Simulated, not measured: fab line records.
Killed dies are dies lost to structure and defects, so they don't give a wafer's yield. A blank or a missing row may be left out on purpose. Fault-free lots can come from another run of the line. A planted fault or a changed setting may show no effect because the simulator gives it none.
Chamber matching -- flow nand_harc -- NHARC_A_STAIRCASE_DEP_322 on pecvd-01: 3 sister chambers
The step deposits SiO2, target thk 7200 nm. 6 wafers are shown with their chamber, then 7 later ones without.

== EACH WAFER AND ITS CHAMBER ==
wafer,chamber,heater_power_w (W)
L075.6,2,548
L077.4,1,553
L086.2,1,651
L086.4,0,608
L088.3,2,577
L088.4,0,615

== WAFERS MISSING THEIR CHAMBER ==
wafer,heater_power_w (W)
L088.6,549
L091.2,625
L091.3,651
L091.5,555
L092.3,640
L092.4,563
L092.5,620

== EACH ONE'S CHAMBER ==
wafer,from the rows above,in truth
L088.6,can't be placed: 2 or 1 or 0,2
L091.2,can't be placed: 0 or 1 or 2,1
L091.3,can't be placed: 0 or 1 or 2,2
L091.5,can't be placed: 2 or 1 or 0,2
L092.3,can't be placed: 0 or 1 or 2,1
L092.4,can't be placed: 2 or 1 or 0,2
L092.5,can't be placed: 0 or 1 or 2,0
0 of 7 placed correctly. Not placeable from these rows: 7 (in 7, the candidates include the true chamber). Number placed wrongly: 0.
How it was worked out, from the rows above alone: a wafer's distance from a chamber is the root of the sum, over the readings, of the square of ((its reading less the chamber's mean) divided by the reading's scatter). If the next closest chamber is less than 2 further off than the closest, the wafer can't be placed; otherwise it belongs to the closest. For every chamber, the mean is computed from those of its wafers that are shown. The scatter: the root of (the sum of the squares of (reading less its chamber's mean) over the shown wafers, divided by (wafers less chambers)).
